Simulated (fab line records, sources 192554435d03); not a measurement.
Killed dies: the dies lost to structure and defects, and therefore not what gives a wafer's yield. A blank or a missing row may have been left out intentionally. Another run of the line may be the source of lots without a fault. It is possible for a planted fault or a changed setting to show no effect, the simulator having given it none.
Split-lot experiment || flow n5_finfet || 21 wafers read across 7 lots, on a route 1938 steps long

ON THE SPLIT
At N5_BEOL_M14_ETCH_59 (etches BARC in N2/H2, target depth 89 nm, overetch 26.7 nm, time 67.9 s), the setting time_s was moved away from the recipe's 67.9 s on 9 of the 21 wafers read, by -12.4% to +21.0%. All remaining wafers had this setting at the recipe value.

There is no step in the file separating the split from the reading.

THE READING
coat_of_BEOL_M14_COAT_04.thk_nm (the simulator's own value, which no gauge read), in nm, at N5_BEOL_M14_VIA_ETCH_16 (etches SiO2 in C4F8/O2/Ar, target depth 1231.3 nm). The file does not state a usual value for it. Here, 12 wafers ran the recipe; their average is 451.0 nm with a standard deviation of 6 nm.

{"wafer": "L079.1", "tool, chamber at the split": "rie_diel-01, 1", "time_s as run, s": 67.9, "against the recipe": "recipe", "coat_of_BEOL_M14_COAT_04.thk_nm, nm": 446, "against lot-mates on the recipe": "-"}
{"wafer": "L079.2", "tool, chamber at the split": "rie_diel-01, 0", "time_s as run, s": 59.51, "against the recipe": "-12.4%", "coat_of_BEOL_M14_COAT_04.thk_nm, nm": 461, "against lot-mates on the recipe": "+15.0"}
{"wafer": "L079.5", "tool, chamber at the split": "rie_diel-01, 3", "time_s as run, s": 59.51, "against the recipe": "-12.4%", "coat_of_BEOL_M14_COAT_04.thk_nm, nm": 458, "against lot-mates on the recipe": "+12.0"}
{"wafer": "L081.2", "tool, chamber at the split": "rie_diel-04, 0", "time_s as run, s": 67.9, "against the recipe": "recipe", "coat_of_BEOL_M14_COAT_04.thk_nm, nm": 458.2, "against lot-mates on the recipe": "-"}
{"wafer": "L081.3", "tool, chamber at the split": "rie_diel-04, 2", "time_s as run, s": 67.9, "against the recipe": "recipe", "coat_of_BEOL_M14_COAT_04.thk_nm, nm": 460.6, "against lot-mates on the recipe": "-"}
{"wafer": "L081.6", "tool, chamber at the split": "rie_diel-04, 1", "time_s as run, s": 67.9, "against the recipe": "recipe", "coat_of_BEOL_M14_COAT_04.thk_nm, nm": 455, "against lot-mates on the recipe": "-"}
{"wafer": "L083.4", "tool, chamber at the split": "rie_diel-04, 1,0", "time_s as run, s": 67.9, "against the recipe": "recipe", "coat_of_BEOL_M14_COAT_04.thk_nm, nm": 445, "against lot-mates on the recipe": "-"}
{"wafer": "L083.5", "tool, chamber at the split": "rie_diel-04, 2", "time_s as run, s": 67.9, "against the recipe": "recipe", "coat_of_BEOL_M14_COAT_04.thk_nm, nm": 445.8, "against lot-mates on the recipe": "-"}
{"wafer": "L083.6", "tool, chamber at the split": "rie_diel-04, 1,0", "time_s as run, s": 67.9, "against the recipe": "recipe", "coat_of_BEOL_M14_COAT_04.thk_nm, nm": 446.8, "against lot-mates on the recipe": "-"}
{"wafer": "L089.1", "tool, chamber at the split": "rie_diel-04, 0", "time_s as run, s": 73.77, "against the recipe": "+8.6%", "coat_of_BEOL_M14_COAT_04.thk_nm, nm": 439.4, "against lot-mates on the recipe": -12.4}
{"wafer": "L089.4", "tool, chamber at the split": "rie_diel-04, 2", "time_s as run, s": 67.9, "against the recipe": "recipe", "coat_of_BEOL_M14_COAT_04.thk_nm, nm": 451.8, "against lot-mates on the recipe": "-"}
{"wafer": "L089.6", "tool, chamber at the split": "rie_diel-04, 0", "time_s as run, s": 73.77, "against the recipe": "+8.6%", "coat_of_BEOL_M14_COAT_04.thk_nm, nm": 437, "against lot-mates on the recipe": -14.8}
{"wafer": "L091.1", "tool, chamber at the split": "rie_diel-04, 1", "time_s as run, s": 67.9, "against the recipe": "recipe", "coat_of_BEOL_M14_COAT_04.thk_nm, nm": 451, "against lot-mates on the recipe": "-"}
{"wafer": "L091.3", "tool, chamber at the split": "rie_diel-04, 2", "time_s as run, s": 67.9, "against the recipe": "recipe", "coat_of_BEOL_M14_COAT_04.thk_nm, nm": 446, "against lot-mates on the recipe": "-"}
{"wafer": "L091.4", "tool, chamber at the split": "rie_diel-04, 0", "time_s as run, s": 67.9, "against the recipe": "recipe", "coat_of_BEOL_M14_COAT_04.thk_nm, nm": 444.8, "against lot-mates on the recipe": "-"}
{"wafer": "L094.1", "tool, chamber at the split": "rie_diel-05, 1", "time_s as run, s": 73.66, "against the recipe": "+8.5%", "coat_of_BEOL_M14_COAT_04.thk_nm, nm": 454.6, "against lot-mates on the recipe": "no lot-mate on the recipe"}
{"wafer": "L094.4", "tool, chamber at the split": "rie_diel-05, 3", "time_s as run, s": 73.66, "against the recipe": "+8.5%", "coat_of_BEOL_M14_COAT_04.thk_nm, nm": 453, "against lot-mates on the recipe": "no lot-mate on the recipe"}
{"wafer": "L094.6", "tool, chamber at the split": "rie_diel-05, 2", "time_s as run, s": 73.66, "against the recipe": "+8.5%", "coat_of_BEOL_M14_COAT_04.thk_nm, nm": 452.2, "against lot-mates on the recipe": "no lot-mate on the recipe"}
{"wafer": "L095.1", "tool, chamber at the split": "rie_diel-05, 0", "time_s as run, s": 82.18, "against the recipe": "+21.0%", "coat_of_BEOL_M14_COAT_04.thk_nm, nm": 447, "against lot-mates on the recipe": -14.4}
{"wafer": "L095.3", "tool, chamber at the split": "rie_diel-05, 2", "time_s as run, s": 67.9, "against the recipe": "recipe", "coat_of_BEOL_M14_COAT_04.thk_nm, nm": 461.4, "against lot-mates on the recipe": "-"}
{"wafer": "L095.6", "tool, chamber at the split": "rie_diel-05, 0", "time_s as run, s": 82.18, "against the recipe": "+21.0%", "coat_of_BEOL_M14_COAT_04.thk_nm, nm": 447.2, "against lot-mates on the recipe": -14.2}
When a row names more than one chamber, that row covers several wafers, and the file does not tell which wafer ran in which chamber.

FIT RESULTS
A straight line over all 21 wafers: coat_of_BEOL_M14_COAT_04.thk_nm changes by -0.37 nm for each +1% of time_s; r = -0.44; the points scatter about the line by 6.4 nm.
The same after taking each lot's own level away (the mean of its wafers on the recipe; 18 wafers): -0.876 nm for each +1%; r = -0.92; scatter 3.2 nm.
According to that fit, moving time_s by its largest amount changes the reading by 18 nm.
The lots' own levels span 445.87 to 461.40 nm, that is 2.6 times the standard deviation above.
So the lot-to-lot level blurs the effect unless lot-mates are compared.
Check: with one of the wafers moved furthest among these (+21.0%) left out of the fit, the line predicts -20.4 nm for it against its lot-mates. It came out at -14.4 nm against them.

OTHER SPLITS APPLIED TO THESE WAFERS
Before the reading, these wafers also passed through other splits. Each is held against what the fit with the lots' levels taken away leaves over:
{"other split on the same wafers": "N5_BEOL_M13_ILD_DEP_00 time_s", "wafers away from the commonest value": 7, "r with coat_of_BEOL_M14_COAT_04.thk_nm (lot level and that fit taken away)": "+0.28"}
{"other split on the same wafers": "N5_BEOL_M13_COAT_58 spin_rpm", "wafers away from the commonest value": 5, "r with coat_of_BEOL_M14_COAT_04.thk_nm (lot level and that fit taken away)": -0.17}
{"other split on the same wafers": "N5_BEOL_M14_EXPOSE_07 dose_mj", "wafers away from the commonest value": 7, "r with coat_of_BEOL_M14_COAT_04.thk_nm (lot level and that fit taken away)": -0.20}

THE WHOLE CHAIN: every reading that the file lists as answering this split, in the file's order
{"step": "N5_BEOL_M14_ETCH_59", "what it does": "etches BARC in N2/H2, target depth 89 nm, overetch 26.7 nm, time 67.9 s", "reading": "coat_of_BEOL_M14_COAT_04.thk_nm (the simulator's own value, which no gauge read)", "change (the file's fit)": "-0.661 nm for each +1% of the setting", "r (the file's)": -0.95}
{"step": "N5_BEOL_M14_VIA_ETCH_16", "what it does": "etches SiO2 in C4F8/O2/Ar, target depth 1231.3 nm", "reading": "coat_of_BEOL_M14_COAT_04.thk_nm (the simulator's own value, which no gauge read)", "change (the file's fit)": "-0.874 nm for each +1% of the setting", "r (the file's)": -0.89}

THE FILE'S OWN FIT
coat_of_BEOL_M14_COAT_04.thk_nm changes by -0.874 nm for each +1% of time_s, r = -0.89.
